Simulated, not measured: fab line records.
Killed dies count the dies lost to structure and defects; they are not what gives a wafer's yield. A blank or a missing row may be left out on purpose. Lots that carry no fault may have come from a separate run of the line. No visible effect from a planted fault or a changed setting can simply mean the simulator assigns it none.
Split-lot study | flow n5Finfet | 21 wafers read from 7 lots, route of 1938 steps

== SPLIT DETAILS ==
At N5_BEOL_M9_COAT_05 (resist thk 90 nm), the setting spinRpm was moved away from the recipe's 1500 rpm on 11 of the 21 wafers read, by -9.9% to +11.1%. The other wafers ran this setting at the recipe's value.

== FROM THE SPLIT TO THE READING: what the file shows between them, 2 steps ==
- N5_BEOL_M9_EXPOSE_08: exposes mask M9 (also split here: doseMj)
- N5_BEOL_M9_PEB_09: peb time 60 s

== THE READING ==
CAR-ArF_of_BEOL_M9_COAT_05.thkNm (the simulator's own value, which no gauge read), in nm, at N5_BEOL_M9_DEVELOP_10 (develop time 30 s). The file gives no usual value for it. Average 88.2 nm, standard deviation 0.41 nm, over the 10 wafers here run with the recipe.

wafer  | tool, chamber at the split | spinRpm as run, rpm | against the recipe | CAR-ArF_of_BEOL_M9_COAT_05.thkNm, nm | against lot-mates on the recipe
L076.2 | lithoTrack-01, 0           | 1667                | +11.1%             | 83.6                                 | -4.8
L076.4 | lithoTrack-01, 0           | 1500                | recipe             | 88.4                                 | -
L076.6 | lithoTrack-01, 0           | 1667                | +11.1%             | 84                                   | -4.4
L078.1 | lithoTrack-05, 0           | 1500                | recipe             | 88                                   | -
L078.5 | lithoTrack-05, 0           | 1500                | recipe             | 88                                   | -
L078.3 | lithoTrack-05, 0           | 1500                | recipe             | 87.6                                 | -
L077.2 | lithoTrack-01, 0           | 1409                | -6.1%              | 91                                   | no lot-mate on the recipe
L077.3 | lithoTrack-01, 0           | 1409                | -6.1%              | 91                                   | no lot-mate on the recipe
L077.5 | lithoTrack-01, 0           | 1409                | -6.1%              | 91.2                                 | no lot-mate on the recipe
L079.3 | lithoTrack-01, 0           | 1500                | recipe             | 88.4                                 | -
L079.6 | lithoTrack-01, 0           | 1500                | recipe             | 88.4                                 | -
L079.4 | lithoTrack-01, 0           | 1500                | recipe             | 88.6                                 | -
L083.2 | lithoTrack-05, 0           | 1625                | +8.3%              | 84.8                                 | -3.4
L083.6 | lithoTrack-05, 0           | 1625                | +8.3%              | 84.8                                 | -3.4
L083.3 | lithoTrack-05, 0           | 1500                | recipe             | 88.2                                 | -
L093.2 | lithoTrack-01, 0           | 1352                | -9.9%              | 93.6                                 | +4.6
L093.4 | lithoTrack-01, 0           | 1500                | recipe             | 89                                   | -
L093.6 | lithoTrack-01, 0           | 1352                | -9.9%              | 93.8                                 | +4.8
L096.2 | lithoTrack-05, 0           | 1355                | -9.7%              | 92.4                                 | +4.8
L096.3 | lithoTrack-05, 0           | 1355                | -9.7%              | 92.4                                 | +4.8
L096.6 | lithoTrack-05, 0           | 1500                | recipe             | 87.6                                 | -

THE FIT
A straight line over all 21 wafers: CAR-ArF_of_BEOL_M9_COAT_05.thkNm changes by -0.447 nm for each +1% of spinRpm; r = -0.99; the points scatter about the line by 0.47 nm.
The same after taking each lot's own level away (the mean of its wafers on the recipe; 18 wafers): -0.448 nm for each +1%; r = -1.00; scatter 0.23 nm.
According to that fit, moving spinRpm by its largest amount changes the reading by 5 nm.
Across the lots, their own levels run from 87.60 to 89.00 nm, a range of 3.4 times the standard deviation given above.
The two slopes are in agreement: the lot-to-lot level therefore moves the slope only a little.
Check: for one of the wafers moved furthest among these (+11.1%), held out of the fit, the line's prediction against its lot-mates is -4.84 nm. Against them it came out at -4.8 nm.

== OTHER SPLITS ON THESE WAFERS ==
These wafers also went through other splits before the reading. Each is held against what the fit with the lots' levels taken away leaves over:
other split on the same wafers    | wafers away from the commonest value | r with CAR-ArF_of_BEOL_M9_COAT_05.thkNm (lot level and that fit taken away)
N5_BEOL_M8_PEB_09 pebTimeS        | 8                                    | -0.13
N5_BEOL_M8_STRIP_19 pressureMtorr | 12                                   | +0.01
N5_BEOL_M9_EXPOSE_08 doseMj       | 7                                    | -0.14

== THE WHOLE CHAIN: every reading that the file lists as answering this split, in the file's order ==
step                  | what it does      | reading                                                                           | change (the file's fit)               | r (the file's)
N5_BEOL_M9_COAT_05    | resist thk 90 nm  | CAR-ArF_of_BEOL_M9_COAT_05.thkNm (the simulator's own value, which no gauge read) | -0.442 nm for each +1% of the setting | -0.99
N5_BEOL_M9_DEVELOP_10 | develop time 30 s | CAR-ArF_of_BEOL_M9_COAT_05.thkNm (the simulator's own value, which no gauge read) | -0.449 nm for each +1% of the setting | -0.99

== THE FILE'S OWN FIT ==
CAR-ArF_of_BEOL_M9_COAT_05.thkNm changes by -0.449 nm for each +1% of spinRpm, r = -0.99.
